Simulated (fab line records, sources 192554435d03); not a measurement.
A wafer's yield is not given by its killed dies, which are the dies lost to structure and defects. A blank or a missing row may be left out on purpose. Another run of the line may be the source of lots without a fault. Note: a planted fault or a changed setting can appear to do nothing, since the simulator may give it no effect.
Which tool was responsible? -- flow n5 finfet -- 33 wafers from 11 lots sampled at 5 of the route's 1938 steps

WHAT EACH GAUGE READ, for each wafer
No reading from a measuring or inspecting step in the record can be judged against a usual standard deviation.

WHAT TOOL EACH LOT RAN ON (gives the tool, then ch and the chambers of the sampled wafers, and finally the start)
lot,N5_BEOL_M11_ETCH_66,N5_BEOL_M11_CURE_72,N5_BEOL_M11_PRE_CLEAN_45,N5_BEOL_M11_CMP_52,N5_PASSIVATION_PROBE_49
L850,"rie diel-02 ch 1,3, day 10 13:46","uv cure-02 ch 1, day 10 14:25","pvd sputter-01, day 10 14:57","cmp-04 ch 0,3, day 10 16:20",-
L849,"rie diel-03 ch 0,2,3, day 10 21:15","uv cure-03 ch 0, day 10 21:51","pvd sputter-03, day 10 22:52","cmp-04 ch 0,2, day 11 02:07",-
L848,"rie diel-02 ch 1,2, day 10 22:46","uv cure-01 ch 2, day 10 23:25","pvd sputter-03, day 11 01:26","cmp-04 ch 0,1,2, day 11 02:55",-
L863,"rie diel-03 ch 1,2,3, day 13 19:43","uv cure-02 ch 0, day 13 20:28","pvd sputter-02, day 13 20:55","cmp-02 ch 0,1,3, day 13 23:41",-
L864,"rie diel-02 ch 0,3, day 14 01:41","uv cure-02 ch 1, day 14 02:17","pvd sputter-01, day 14 02:41","cmp-01 ch 1,2, day 14 03:50",-
L865,"rie diel-03 ch 1,2,3, day 14 09:46","uv cure-02 ch 2, day 14 10:25","pvd sputter-02, day 14 12:59","cmp-02 ch 1,2,3, day 14 14:43",-
L867,"rie diel-02 ch 0,2, day 15 06:26","uv cure-02 ch 0, day 15 07:05","pvd sputter-03, day 15 09:25","cmp-01 ch 0,2, day 15 10:37",-
L866,"rie diel-03 ch 0,1, day 15 08:37","uv cure-01 ch 2, day 15 09:16","pvd sputter-02, day 15 09:59","cmp-02 ch 0,2,3, day 15 11:09",-
L869,"rie diel-03 ch 0,2,3, day 15 15:57","uv cure-01 ch 2, day 15 16:33","pvd sputter-02, day 15 16:55","cmp-02 ch 0,1,2, day 15 19:48",-
L868,"rie diel-02 ch 0,2, day 15 16:24","uv cure-01 ch 1, day 15 17:01","pvd sputter-02, day 15 19:14","cmp-04 ch 0,1,2, day 15 22:00","prober-02, day 17 13:02"
L870,"rie diel-01 ch 0,1,2, day 15 22:34","uv cure-03 ch 2, day 15 23:10","pvd sputter-01, day 16 00:05","cmp-01 ch 0,1,3, day 16 01:13",-
- N5_BEOL_M11_ETCH_66: etches SOC in N2/H2, target depth 120 nm, overetch 24 nm, time 180 s.
- N5_BEOL_M11_CURE_72: cures SiCOH lowk, time 120 s.
- N5_BEOL_M11_PRE_CLEAN_45: time 30 s.
- N5_BEOL_M11_CMP_52: polishes, stops on SiCOH lowk, t overpolish 7 s, target thk 140 nm.
- N5_PASSIVATION_PROBE_49

WHAT THE TOOLS THEMSELVES READ (means of the sampled wafers that have a number; where no wafer has one, the mark that the record gives instead)
N5_BEOL_M11_ETCH_66.
lot,tool,drypump motor current A (A),oes product au (a.u.),rf vpp V (V),showerhead plenum p Torr (Torr),throttle valve pct (%)
L850,rie diel-02,5.8,0.56,523.0,2.47,18.3
L849,rie diel-03,6.4,0.63,525.4,2.61,17.6
L848,rie diel-02,5.9,0.58,524.1,2.56,18.1
L863,rie diel-03,6.2,0.61,525.3,2.56,17.8
L864,rie diel-02,5.8,0.59,522.8,2.53,18.2
L865,rie diel-03,6.2,0.61,524.2,2.56,17.8
L867,rie diel-02,6.0,0.61,525.3,2.62,18.0
L866,rie diel-03,6.0,0.58,524.6,2.57,17.8
L869,rie diel-03,6.4,0.60,525.4,2.59,17.7
L868,rie diel-02,6.0,0.64,525.9,2.61,17.9
L870,rie diel-01,5.4,0.63,524.3,2.55,17.9

N5_BEOL_M11_CURE_72.
lot,tool,lamp power pct (%),wafer_temp_C_max
L850,uv cure-02,52.32,371.7
L849,uv cure-03,52.28,371.8
L848,uv cure-01,52.34,372.3
L863,uv cure-02,52.33,371.8
L864,uv cure-02,52.31,372.1
L865,uv cure-02,52.29,373.3
L867,uv cure-02,52.30,371.3
L866,uv cure-01,52.27,371.7
L869,uv cure-01,52.29,372.4
L868,uv cure-01,52.29,371.7
L870,uv cure-03,52.38,373.3

N5_BEOL_M11_PRE_CLEAN_45.
lot,tool,heater power w (W)
L850,pvd sputter-01,341
L849,pvd sputter-03,367
L848,pvd sputter-03,324
L863,pvd sputter-02,356
L864,pvd sputter-01,343
L865,pvd sputter-02,344
L867,pvd sputter-03,370
L866,pvd sputter-02,312
L869,pvd sputter-02,327
L868,pvd sputter-02,318
L870,pvd sputter-01,346

N5_BEOL_M11_CMP_52.
lot,tool,barrier field endpoint s (s),motor current A (A),overpolish run s (s),pad life wafers,time to endpoint s (s)
L850,cmp-04,29.6,6.0,6.997,1710,69
L849,cmp-04,28.8,5.7,7.004,1784,65
L848,cmp-04,20.4,6.3,7.001,1790,45
L863,cmp-02,29.4,5.6,6.996,410,65
L864,cmp-01,29.1,5.5,6.999,1062,64
L865,cmp-02,29.7,5.7,6.993,506,67
L867,cmp-01,28.4,5.6,7.004,1340,60
L866,cmp-02,28.7,5.6,6.999,668,65
L869,cmp-02,29.7,5.7,7.003,734,68
L868,cmp-04,28.6,6.2,7.006,626,64
L870,cmp-01,29.1,6.0,7.006,1459,69

N5_PASSIVATION_PROBE_49.
lot,tool,defect limited yield (%),killed_at_M0_to_M3,killed_at_M4_up,killed at contacts,killed at front end,killed at other,killed dies,killed open,killed short,sort_bin_5_function (%),sort_bin_6_memory (%),sort_bin_8_speed (%),sort n pass,sort yield pct (%)
L868,prober-02,91.8,30,12,9,36,9,96,68,26,4.7,3.2,0.0,1084,91.8

THE ANSWER, worked out from the rows above alone
Rule: the usual values come from the lots themselves. The widest of any qualifying gaps counts: lots, ordered by their means at a reading, are off when they make up no more than a third of the lots, leave a main group of 4 or more, and stand apart from it by 3 or more times the standard deviation of that group's means. A main group whose means are all the same, to the digits that the tables above print for the reading, isn't used. Also off: a lot with no number at a reading for which 4 or more lots have one. All remaining lots with rows at the step are treated as sound. First the gauges in route order, then the tools' own readings, where a lot's mean is used as printed above. The first step at which some lot is off is used, and at that step the reading that is off furthest; a lot without a number counts as furthest.
Off, at N5_BEOL_M11_CMP_52 on barrier field endpoint s: L848. Mean 29.1 s and standard deviation 0.45 in the main group.
A tool fits if, at that step or a process step before it, it ran every lot that is off, and no sound lot after the first of them. None of those tried fits.

WHAT THE SIMULATOR HAD PUT IN
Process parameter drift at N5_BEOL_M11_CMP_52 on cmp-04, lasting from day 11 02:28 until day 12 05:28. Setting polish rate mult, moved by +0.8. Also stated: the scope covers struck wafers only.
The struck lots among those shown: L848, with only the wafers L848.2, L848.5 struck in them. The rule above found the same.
